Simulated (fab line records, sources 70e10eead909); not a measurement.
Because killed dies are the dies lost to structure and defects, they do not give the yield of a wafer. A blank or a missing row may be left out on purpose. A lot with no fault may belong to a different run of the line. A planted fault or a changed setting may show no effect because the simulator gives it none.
What tool caused it? | flow nandHarc | 15 lots with 45 wafers sampled at 3 steps, on a route of 1159 steps

WHAT THE GAUGES READ, wafer by wafer
NHARC_P_STI_OCD_MEAS_43. Usual: trenchDepthNm 299 nm, standard deviation 7.8; trenchFootCdNm 160 nm, standard deviation 3.3.
lot  | measured    | on     | trenchDepthNm (nm) | trenchFootCdNm (nm) | flag
L936 | day 2 14:53 | ocd-02 | 309 304 297        | 159 158 162         | 
L946 | day 5 07:29 | ocd-02 | 299 301 313        | 159 158 156         | 
L947 | day 5 13:55 | ocd-02 | 294 283 305        | 164 165 161         | 
L948 | day 5 19:30 | ocd-02 | 285 286 297        | 161 156 153         | 
L950 | day 6 07:49 | ocd-01 | 297 291 289        | 159 159 157         | 
L952 | day 6 20:55 | ocd-02 | 291 299 292        | 156 160 166         | 
L953 | day 6 21:00 | ocd-01 | 296 304 290        | 159 160 161         | 
L954 | day 7 06:25 | ocd-01 | 298 305 298        | 165 165 166         | 
L955 | day 7 15:05 | ocd-01 | 301 302 299        | 160 161 161         | 
L956 | day 7 20:41 | ocd-01 | 296 280 289        | 159 165 165         | 
L957 | day 8 03:01 | ocd-02 | 291 296 292        | 162 162 159         | 
L958 | day 8 03:10 | ocd-01 | 299 303 306        | 163 165 161         | 

EACH LOT AND THE TOOL THAT RAN IT (in order: tool; ch and the chambers of the sampled wafers; start)
lot  | NHARC_P_ZERO_WELL_DEVELOP_10    | NHARC_P_ZERO_WELL_DESCUM_13
L936 | lithoTrack-03 ch 0, day 1 19:00 | rieDiel-01 ch 1,2,3, day 1 19:23
L937 | lithoTrack-03, day 2 01:00      | rieDiel-13 ch 0,2,3, day 2 01:18
L938 | lithoTrack-07, day 2 07:00      | rieDiel-05 ch 0,2, day 2 07:23
L939 | lithoTrack-07, day 2 13:00      | rieDiel-01 ch 0,2, day 2 13:23
L946 | lithoTrack-02 ch 0, day 4 07:00 | rieDiel-01 ch 0,1,2, day 4 07:24
L947 | lithoTrack-07 ch 0, day 4 13:00 | rieDiel-05 ch 0,2,3, day 4 13:16
L948 | lithoTrack-03 ch 0, day 4 19:00 | rieDiel-13 ch 0,1,2, day 4 19:19
L950 | lithoTrack-07 ch 0, day 5 07:00 | rieDiel-01 ch 0,2,3, day 5 07:25
L952 | lithoTrack-03 ch 0, day 5 19:00 | rieDiel-13 ch 0,1,2, day 5 19:43
L953 | lithoTrack-07 ch 0, day 6 01:00 | rieDiel-05 ch 0,1,2, day 6 01:25
L954 | lithoTrack-07 ch 0, day 6 07:00 | rieDiel-13 ch 0,1,3, day 6 07:25
L955 | lithoTrack-07 ch 0, day 6 13:00 | rieDiel-01 ch 0,1,3, day 6 13:28
L956 | lithoTrack-03 ch 0, day 6 19:00 | rieDiel-05 ch 0,1, day 6 19:47
L957 | lithoTrack-02 ch 0, day 7 01:00 | rieDiel-13 ch 2,3, day 7 01:23
L958 | lithoTrack-03 ch 0, day 7 07:00 | rieDiel-05 ch 1,3, day 7 07:24
- NHARC_P_ZERO_WELL_DEVELOP_10: time 50 s.
- NHARC_P_ZERO_WELL_DESCUM_13: chemistry O2, time 3 s.

AS READ BY THE TOOLS THEMSELVES (means over the sampled wafers that have a number; for cases with no such wafer, the mark the record gives instead)
NHARC_P_ZERO_WELL_DEVELOP_10. Usual: chillPlateTempC 23.00 C, standard deviation 0.11; developerTempC 22.00 C, standard deviation 0.1.
lot  | tool          | chillPlateTempC (C) | developerTempC (C) | flag
L936 | lithoTrack-03 | 22.98               | 21.95              | 
L937 | lithoTrack-03 | -                   | -                  | OFF
L938 | lithoTrack-07 | -                   | -                  | OFF
L939 | lithoTrack-07 | -                   | -                  | OFF
L946 | lithoTrack-02 | 23.13               | 21.90              | 
L947 | lithoTrack-07 | 22.92               | 22.06              | 
L948 | lithoTrack-03 | 23.07               | 22.00              | 
L950 | lithoTrack-07 | 23.05               | 22.00              | 
L952 | lithoTrack-03 | 22.84               | 21.96              | 
L953 | lithoTrack-07 | 23.06               | 21.95              | 
L954 | lithoTrack-07 | 23.04               | 22.00              | 
L955 | lithoTrack-07 | 23.17               | 22.07              | 
L956 | lithoTrack-03 | 23.05               | 22.06              | 
L957 | lithoTrack-02 | 23.06               | 22.09              | 
L958 | lithoTrack-03 | 22.86               | 21.93              | 

NHARC_P_ZERO_WELL_DESCUM_13. Usual: for drypumpMotorCurrentA, 5.6 A with a standard deviation of 0.42; for mfcArSccm, 0.005 sccm with a standard deviation of 0.0078; for o2FlowSccm, 200.0 sccm with a standard deviation of 0.58; for oesProductAu, 0.999 a.u. with a standard deviation of 0.012; for rfVppV, 57.8 V with a standard deviation of 0.87; for showerheadPlenumPTorr, 1.91 Torr with a standard deviation of 0.068; for throttleValvePct, 11.312 % with a standard deviation of 0.0087.
lot  | tool       | drypumpMotorCurrentA (A) | mfcArSccm (sccm) | o2FlowSccm (sccm) | oesProductAu (a.u.) | rfVppV (V) | showerheadPlenumPTorr (Torr) | throttleValvePct (%) | flag
L936 | rieDiel-01 | 5.7                      | 0.001            | 200.4             | 1.007               | 57.9       | 1.91                         | 11.312               | 
L937 | rieDiel-13 | 5.5                      | 0.008            | 200.0             | 0.997               | 57.8       | 1.92                         | 11.314               | 
L938 | rieDiel-05 | 5.6                      | 0.004            | 199.8             | 0.989               | 57.8       | 1.98                         | 11.302               | 
L939 | rieDiel-01 | 5.5                      | 0.000            | 200.8             | 1.001               | 57.8       | 1.87                         | 11.303               | 
L946 | rieDiel-01 | 5.6                      | 0.001            | 200.5             | 1.005               | 57.7       | 1.87                         | 11.310               | 
L947 | rieDiel-05 | 5.8                      | 0.004            | 200.0             | 0.988               | 57.5       | 1.93                         | 11.304               | 
L948 | rieDiel-13 | 5.2                      | 0.013            | 200.3             | 1.006               | 57.9       | 1.96                         | 11.318               | 
L950 | rieDiel-01 | 5.6                      | 0.000            | 199.7             | 1.000               | 58.1       | 1.90                         | 11.313               | 
L952 | rieDiel-13 | 5.2                      | 0.013            | 199.9             | 0.999               | 57.8       | 1.96                         | 11.309               | 
L953 | rieDiel-05 | 5.7                      | 0.005            | 200.0             | 0.995               | 56.9       | 1.92                         | 11.311               | 
L954 | rieDiel-13 | 5.4                      | 0.013            | 200.2             | 1.005               | 57.8       | 1.90                         | 11.319               | 
L955 | rieDiel-01 | 5.4                      | 0.001            | 199.8             | 0.999               | 58.5       | 1.85                         | 11.305               | 
L956 | rieDiel-05 | 5.4                      | 0.001            | 199.8             | 0.993               | 57.6       | 1.91                         | 11.314               | 
L957 | rieDiel-13 | 5.6                      | 0.000            | 200.8             | 0.992               | 57.9       | 1.92                         | 11.310               | 
L958 | rieDiel-05 | 5.7                      | 0.001            | 199.3             | 0.998               | 57.6       | 1.86                         | 11.307               | 

THE ANSWER, worked out from the rows above alone
Rule: take the mean of a lot's wafers that have a number; if it is more than 3 standard deviations from the usual mean, the lot is off. Also off: a lot with no number at a reading for which 4 or more lots have one. All remaining lots with rows at the step are treated as sound. Order of review: gauges by route order, followed by the tools' own readings, for which a lot's mean as printed above is used. At the first step where some lot is off, the reading lying furthest off is the one used; lots without a number count as furthest.
Off, at NHARC_P_ZERO_WELL_DEVELOP_10 on chillPlateTempC: L937, L938, L939. Without a number there: L937, L938, L939.
A tool fits if, at that step or a process step before it, it ran every lot that is off, and no sound lot after the first of them. None of those tried fits.

WHAT HAD BEEN PUT IN BY THE SIMULATOR
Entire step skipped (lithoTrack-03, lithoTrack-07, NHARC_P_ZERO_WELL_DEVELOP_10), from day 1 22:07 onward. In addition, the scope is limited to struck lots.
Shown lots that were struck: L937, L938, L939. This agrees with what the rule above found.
